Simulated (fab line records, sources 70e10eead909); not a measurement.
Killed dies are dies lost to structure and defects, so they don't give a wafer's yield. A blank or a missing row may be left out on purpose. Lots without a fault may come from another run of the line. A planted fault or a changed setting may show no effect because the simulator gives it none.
fab line records | flow nand_harc
record lots=12 wafers=32 last_day=34
route steps=1302 shown A_CHANNEL_HOLE_D1@477 A_CHANNEL_FILL_D1@501 A_DECK1_JOINT@518 END@1302
lots that met no fault: from a run of the same line without faults
start_h: hours from the record's first day to the start of the lot's first wafer shown | wait_h: hours since the lot's step before | " the same as in the row above | L1.1+2: a row that stands for several wafers | - no value, or no start given | * or withheld: withheld | < > ~ a bound
route shown NAME@n: a module of which the file shows steps, and the number in the route of the first | usual: mean/standard deviation of fault-free wafers | same: alike in all rows | chamber/n: place in a boat | sites: the reading at each site | _std_site: their standard deviation | _edge_site: outer sites' mean less inner sites' | radius_mm: how far each site lies from the wafer's centre | mask NAME#n: copy n | behind: the tool/chamber that last shaped the wafer | hold: why the lot was held/for how many hours/how that ended | device: the transistor (n, p or np) that didn't switch | end of line: the same wafers' tests at the end of the route | a step without rows: its recipe alone | killed: dies lost to structure and defects at the first sort, not the wafer's yield | map: a wafer's dies, x killed, . not, _ none there
set.NAME: the setting as run; set.NAME@STEP: as run at that earlier step | model.NAME: the simulator's own value behind a step, which no gauge read
steps of the route over a sample of lots; a table a step, a row a wafer
services: from which hour (start_h, from the record's first day; less than 0 if before it) a tool's chamber was out of use, for how many hours, and why
## steps
# step NHARC_A_CHANNEL_HOLE_D1_ETCH_25
# recipe bias_v=5000 source_w=withheld pressure_mtorr=20 time_s=1040.2 ar_flow_sccm=375 c4f8_flow_sccm=93.8 o2_flow_sccm=31.2 temp_c=-20 target_depth_a=15000 chemistry=C4F8/O2/Ar
# usual drypump_motor_current_A=5.83/0.12 o2_flow_sccm=31.20/0.092 showerhead_plenum_p_Torr=3.65/0.18 throttle_valve_pct=32.235/0.0093
# columns lot.wafer tool chamber start_h wait_h drypump_motor_current_A o2_flow_sccm rf_hours_counter_h showerhead_plenum_p_Torr throttle_valve_pct
L482.2 har_etch-02 0 198.20 0.6 5.86 31.13 313 3.43 32.232
L482.1 " 1 " " 5.64 31.18 313 3.40 32.235
L482.4 " 0 " " 5.92 31.23 - 3.43 32.258
L483.4 har_etch-01 1 207.57 0.7 5.96 31.24 - 3.61 32.228
L483.6 " 1 " " 5.96 31.26 - 3.61 32.231
L483.5 " 0 " " 5.83 31.31 - 3.72 32.230
L484.2 har_etch-02 0 210.75 0.6 5.94 31.16 321 3.43 32.241
L484.1 " 1 " " 5.63 31.25 321 3.40 32.226
L484.5 " 1 " " 5.65 31.15 - 3.40 32.257
L486.1 har_etch-01 0 230.29 0.7 5.83 31.22 113 3.72 32.240
L486.3 " 1 " " 5.93 31.20 - 3.60 32.251
L486.5 " 0 " " 5.83 31.03 - 3.72 32.221
L487.2 har_etch-02 0 246.24 0.6 5.85 31.20 336 3.42 32.243
L487.5 " 0 " " 5.88 31.32 - 3.42 32.246
L487.6 " 1 " " 5.66 31.14 - 3.39 32.228
L488.1 har_etch-01 0 246.69 0.7 5.82 31.11 121 3.71 32.245
L488.4 " 0 " " 5.83 31.16 - 3.71 32.232
L488.6 " 1 " " 5.95 31.15 - 3.60 32.242
L491.2 har_etch-01 1 282.01 0.7 5.94 31.07 147 3.58 32.242
L491.4 " 0 " " 5.84 31.19 - 3.70 32.239
L491.6 " 1 " " 5.95 31.28 - 3.58 32.229
L498.2 har_etch-01 1 349.27 0.7 5.98 31.09 185 3.56 32.228
L499.5 har_etch-01 0 367.63 0.7 5.84 31.16 - 3.67 32.240
L502.1 har_etch-01 0 389.17 0.6 5.84 31.29 208 3.66 32.243
L502.2 " 1 " " 5.93 31.26 208 3.55 32.244
L502.3 " 0 " " 5.85 31.31 - 3.66 32.236
L501.2 har_etch-02 0 403.29 0.7 5.87 31.25 3 3.92 32.252
L501.5 " 1 " " 5.64 31.08 - 3.89 32.217
L501.6 " 0 " " 5.83 31.38 - 3.92 32.232
L503.2 har_etch-02 1 415.77 0.6 5.65 31.20 14 3.88 32.236
L503.6 " 1 " " 5.65 31.24 - 3.88 32.229
L503.5 " 0 " " 5.94 31.20 - 3.91 32.237
# step NHARC_A_CHANNEL_HOLE_D1_STRIP_27
# recipe o2_flow_sccm=500 ar_flow_sccm=0 bias_w=0 chemistry=O2
# usual drypump_motor_current_A=5.8/0.38 o2_flow_sccm=500.0/1.4 oes_product_au=1.000/0.0089 rf_vpp_V=57.8/0.97 showerhead_plenum_p_Torr=3.47/0.13 throttle_valve_pct=17.036/0.0089
# same bias_w=0
# columns lot.wafer tool chamber start_h wait_h drypump_motor_current_A o2_flow_sccm oes_product_au rf_hours_counter_h rf_vpp_V showerhead_plenum_p_Torr throttle_valve_pct
L482.1 rie_diel-02 3 - - 5.2 502.6 0.978 46 58.2 3.64 17.038
L482.2 " 1 " " 5.8 500.5 0.990 44 60.3 3.78 17.025
L482.4 " 2 " " 6.0 498.7 0.978 49 58.9 3.46 17.036
L483.4 rie_diel-06 3 - - 6.3 500.1 1.000 5 57.7 3.46 17.040
L483.6 " 2 " " 5.3 497.9 1.016 - 57.3 3.29 17.048
L483.5 " 3 " " 6.2 497.5 0.999 - 58.3 3.46 17.041
L484.2 rie_diel-04 1 - - 5.7 501.5 0.999 5 59.4 3.66 17.038
L484.1 " 0 " " 5.6 500.7 0.999 7 57.9 3.68 17.025
L484.5 " 2 " " 5.9 499.3 0.993 - 57.4 3.63 17.040
L486.3 rie_diel-06 3 - - 6.3 499.5 1.003 6 57.9 3.46 17.026
L486.1 " 1 " " 5.6 497.7 0.990 7 57.9 3.58 17.031
L486.5 " 3 " " 6.2 499.3 1.005 - 59.3 3.46 17.023
L487.2 rie_diel-06 0 - - 6.1 498.1 0.992 9 55.8 3.38 17.034
L487.6 " 3 " " 6.3 498.4 0.995 - 57.2 3.46 17.040
L487.5 " 0 " " 6.2 497.6 1.006 - 57.3 3.37 17.034
L488.1 rie_diel-06 1 - - 5.6 499.9 0.986 10 58.5 3.57 17.040
L488.4 " 1 " " 5.6 499.5 0.986 - 58.5 3.57 17.016
L488.6 " 3 " " 6.2 500.6 0.995 - 58.5 3.46 17.035
L491.2 rie_diel-06 2 - - 5.3 499.0 1.006 10 58.8 3.29 17.042
L491.4 " 0 " " 6.1 500.6 1.004 12 57.2 3.37 17.049
L491.6 " 2 " " 5.3 500.1 0.997 - 56.1 3.29 17.018
L498.2 rie_diel-04 3 - - 5.0 500.1 1.014 53 56.8 3.47 17.028
L499.5 rie_diel-06 3 - - 6.3 499.9 0.997 - 59.6 3.45 17.040
L502.2 rie_diel-02 0 - - 5.7 499.3 1.013 60 57.1 3.31 17.033
L502.3 " 1 " " 5.8 499.3 1.014 52 58.2 3.75 17.040
L502.1 " 3 " " 5.2 500.4 1.002 59 58.3 3.60 17.038
L501.2 rie_diel-04 1 - - 5.7 500.5 0.988 13 56.3 3.63 17.051
L501.6 " 3 " " 5.0 499.3 1.007 - 57.9 3.47 17.034
L501.5 " 0 " " 5.6 498.8 1.004 - 58.9 3.65 17.022
L503.2 rie_diel-06 1 - - 5.6 498.5 0.996 10 57.5 3.57 17.031
L503.6 " 1 " " 5.6 498.5 0.989 - 57.0 3.57 17.037
L503.5 " 2 " " 5.3 500.3 1.011 - 57.1 3.28 17.038
# step NHARC_A_CHANNEL_FILL_D1_STRIP_28
# recipe time_s=20 o2_flow_sccm=500 ar_flow_sccm=0 bias_w=0 chemistry=O2
# usual drypump_motor_current_A=5.7/0.45 o2_flow_sccm=500.1/1.5 oes_product_au=1.005/0.0074 rf_vpp_V=57.9/0.96 showerhead_plenum_p_Torr=3.54/0.14 throttle_valve_pct=17.035/0.0091
# same bias_w=0
# columns lot.wafer tool chamber start_h wait_h drypump_motor_current_A o2_flow_sccm oes_product_au rf_hours_counter_h rf_vpp_V showerhead_plenum_p_Torr throttle_valve_pct
L482.2 rie_diel-07 0 227.08 0.1 5.2 502.6 1.008 5.0 57.1 3.75 17.024
L482.1 " 1 " " 6.6 499.2 1.007 4.7 58.0 3.38 17.026
L482.4 " 2 " " 5.6 498.0 0.997 3.9 59.3 3.70 17.029
L484.2 rie_diel-10 3 235.41 0.1 5.0 501.2 0.997 8.1 56.8 3.40 17.042
L484.1 " 1 " " 5.1 500.7 0.995 8.3 58.1 3.57 17.038
L484.5 " 3 " " 5.0 500.5 0.990 - 58.2 3.40 17.022
L483.4 rie_diel-07 2 235.41 0.1 5.6 499.5 1.004 4.4 57.0 3.70 17.032
L483.6 " 0 " " 5.2 498.5 1.008 - 58.4 3.75 17.032
L483.5 " 1 " " 6.6 500.8 1.001 - 57.1 3.38 17.039
L486.3 rie_diel-09 2 257.63 0.1 6.0 502.0 1.009 7.9 57.7 3.53 17.032
L486.1 " 0 " " 5.9 501.4 0.998 6.3 57.1 3.67 17.027
L486.5 " 3 " " 6.1 499.6 1.012 - 58.3 3.48 17.035
L488.4 rie_diel-07 2 277.82 0.1 5.6 500.7 1.011 6.4 58.6 3.70 17.024
L488.1 " 3 " " 5.8 500.1 1.006 7.4 57.3 3.76 17.042
L488.6 " 3 " " 5.8 500.0 1.014 - 58.2 3.76 17.045
L487.2 rie_diel-10 0 277.83 0.1 5.7 498.9 1.015 1.6 58.3 3.61 17.033
L487.5 " 2 " " 5.9 501.3 1.003 - 57.8 3.33 17.032
L487.6 " 3 " " 5.0 501.7 0.997 - 58.2 3.40 17.020
L491.4 rie_diel-07 2 308.94 0.1 5.6 498.0 1.005 0.1 58.6 3.70 17.050
L491.2 " 0 " " 5.2 499.8 0.999 0.0 59.0 3.75 17.039
L491.6 " 2 " " 5.6 499.6 1.001 - 58.8 3.70 17.030
L498.2 rie_diel-09 0 382.89 0.1 5.8 499.2 1.010 3.8 56.8 3.66 17.031
L499.5 rie_diel-10 2 395.41 0.1 5.9 502.1 1.005 - 58.7 3.32 17.028
L502.1 rie_diel-07 1 417.10 0.1 6.6 498.6 0.994 6.6 57.5 3.38 17.030
L502.2 " 2 " " 5.6 499.7 1.002 6.7 57.6 3.69 17.045
L502.3 " 0 " " 5.2 500.0 1.001 5.5 58.7 3.74 17.048
L501.2 rie_diel-09 3 431.50 0.1 6.2 500.2 1.005 8.1 59.5 3.47 17.033
L501.6 " 2 " " 6.0 498.0 1.003 - 59.1 3.53 17.018
L501.5 " 3 " " 6.1 499.2 1.006 - 58.5 3.47 17.030
L503.2 rie_diel-10 1 444.92 0.1 5.1 499.2 0.999 0.3 58.7 3.57 17.026
L503.5 " 1 " " 5.1 500.2 0.994 - 57.6 3.57 17.044
L503.6 " 2 " " 5.9 500.0 1.007 - 57.9 3.32 17.025
# step NHARC_A_DECK1_JOINT_ETCHBACK_07
# recipe target_depth_a=1050 time_s=26.9 hbr_flow_sccm=150 rf_w=350 icp_w=350 bias_w=60 chemistry=HBr
# usual bias_w=59.98/0.19 drypump_motor_current_A=5.9/0.52 oes_product_au=1.000/0.008 rf_fwd_power_W=344.9/1.9 run_length_s=48.4/0.41 throttle_valve_pct=23.266/0.0085
# columns lot.wafer tool chamber start_h wait_h bias_w drypump_motor_current_A oes_product_au rf_fwd_power_W rf_hours_counter_h run_length_s throttle_valve_pct
L482.1 rie_si-01 0 250.56 0.1 59.57 5.9 1.000 344.7 0.3 49.0 23.270
L482.2 " 1 " " 60.06 6.5 0.995 343.5 0.4 48.8 23.251
L482.4 " 2 " " 59.85 6.4 1.006 345.5 0.5 48.8 23.275
L483.4 rie_si-02 2 259.02 0.1 59.84 5.9 1.014 341.2 1.0 48.6 23.264
L483.5 " 1 " " 59.90 6.1 1.011 345.0 - 48.0 23.261
L483.6 " 2 " " 59.97 5.9 0.995 340.7 - 48.4 23.252
L484.1 rie_si-01 3 259.04 0.1 60.19 4.8 1.009 347.4 0.4 48.1 23.272
L484.2 " 0 " " 59.96 5.9 1.003 346.5 0.4 48.7 23.266
L484.5 " 2 " " 60.26 6.4 1.002 346.5 - 48.6 23.262
L486.1 rie_si-01 1 281.45 0.1 60.10 6.5 0.999 344.7 0.7 48.5 23.273
L486.3 " 2 " " 60.06 6.4 0.999 347.8 0.6 48.7 23.268
L486.5 " 0 " " 60.15 5.9 0.997 341.6 - 48.8 23.271
L488.4 rie_si-02 1 301.89 0.1 59.56 6.1 1.002 344.5 0.1 47.9 23.265
L488.1 " 2 " " 60.05 5.9 1.009 341.7 0.1 48.2 23.267
L488.6 " 2 " " 59.74 5.9 1.012 342.2 - 48.7 23.247
L487.2 rie_si-05 2 301.91 0.1 60.18 5.3 0.995 344.1 0.9 48.0 23.262
L487.5 " 1 " " 59.97 5.7 1.001 347.2 - 48.4 23.260
L487.6 " 2 " " 60.00 5.3 0.991 343.9 - 48.3 23.265
L491.4 rie_si-05 1 332.62 0.1 60.07 5.7 0.987 345.9 0.1 48.4 23.258
L491.2 " 2 " " 60.17 5.4 1.004 344.5 0.1 48.6 23.271
L491.6 " 1 " " 60.33 5.7 0.992 347.0 - 48.5 23.259
L498.2 rie_si-01 3 406.94 0.1 - 4.8 1.009 - 0.1 46.4 23.274
L499.5 rie_si-01 1 422.52 0.1 - 6.4 1.009 - - 46.7 23.287
L502.3 rie_si-05 0 440.69 0.1 60.08 5.5 0.996 339.9 1.0 47.6 23.266
L502.2 " 1 " " 59.81 5.7 0.991 344.8 0.9 48.6 23.273
L502.1 " 3 " " 60.17 5.7 1.000 346.5 1.0 48.7 23.265
L501.2 rie_si-05 2 456.47 0.1 60.27 5.3 0.989 344.9 0.4 48.5 23.267
L501.6 " 3 " " 59.68 5.7 0.989 346.0 - 48.7 23.267
L501.5 " 0 " " 60.20 5.5 0.988 341.6 - 47.7 23.250
L503.2 rie_si-02 3 470.17 0.1 60.02 5.8 0.991 345.3 0.0 47.7 23.273
L503.5 " 3 " " 59.96 5.8 1.006 343.6 - 47.9 23.261
L503.6 " 0 " " 60.29 6.4 0.989 345.9 - 48.2 23.265
# step NHARC_END_SORT_01
# recipe temp_c=25
# usual killed_at_array=62/16 killed_at_other=0.8/1.1 killed_at_periphery=4/3.2 killed_dies=67/16 killed_open=3.5/1.9 killed_short=2.1/1.5
# same gross_dies=677
# columns lot.wafer tool chamber start_h wait_h killed_at_array killed_at_other killed_at_periphery killed_dies killed_open killed_short
L499.5 prober-01 0 759.41 3.7 55 0 2 57 2 2
# killed by level:class
L499.5 A_CHANNEL_HOLE_D2:chamber_film_flake=29 A_CHANNEL_HOLE_D1:chamber_film_flake=12 A_CONTACT:chamber_film_flake=5 A_SLIT:chamber_film_flake=4 A_M0:geometric_particle:open=2 A_STAIRCASE:chamber_film_flake=2 P_CONTACT:geometric_particle:short=1 A_CHANNEL_FILL_D2:geometric_particle:short=1
## services
# columns tool chamber start_h hours kind
rie_si-01 - 193.00 9.0 pm
rie_diel-07 1 200.25 9.8 repair
rie_diel-06 2 215.34 5.2 repair
rie_diel-06 2 239.53 19.5 repair
rie_diel-10 - 242.51 9.0 pm
rie_si-05 - 247.29 12.1 repair
rie_diel-10 3 278.59 6.0 repair
rie_diel-07 - 294.20 9.0 pm
rie_diel-06 0 294.94 3.8 repair
rie_si-05 - 305.00 9.0 pm
rie_diel-06 - 307.20 9.0 pm
rie_diel-07 2 313.06 3.7 repair
rie_diel-07 3 313.56 14.5 repair
rie_diel-07 1 324.01 8.8 repair
rie_si-05 2 356.71 76.3 repair
rie_si-01 - 370.00 9.0 pm
rie_diel-07 3 371.89 1.7 repair
har_etch-02 - 382.85 17.0 pm
rie_si-05 1 399.19 7.7 repair
rie_diel-06 - 403.36 1.3 repair
rie_diel-06 - 412.80 0.3 repair
rie_diel-06 - 438.76 1.8 repair
rie_si-01 0 458.12 3.6 repair
rie_diel-07 0 465.95 5.7 repair
## key
first_sign step=NHARC_A_DECK1_JOINT_ETCHBACK_07 reading=run_length_s direction=down sigmas=4.5 usual=* struck=*
effect none on later readings
met_at NHARC_A_DECK1_JOINT_ETCHBACK_07
struck_lots L498,L499
tester_left_out L498,L499
not_acting_at NHARC_A_CHANNEL_HOLE_D1_ETCH_25,NHARC_A_CHANNEL_HOLE_D1_STRIP_27,NHARC_A_CHANNEL_FILL_D1_STRIP_28
onset_between 281.45 406.94
fault kind=process_parameter_drift tool=rie_si-01 chamber=- onset_h=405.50 steps=NHARC_A_DECK1_JOINT_ETCHBACK_07 channel=time_s offset=* shape=step end_h=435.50 acts_in=* stated=*
# tester_left_out: of these lots the tester's yield and bins aren't shown, on N5 and GAA mostly nor the transistor test; their killed dies are dies lost to structure and defects alone, not to doping, threshold or leakage, so they don't give the yield
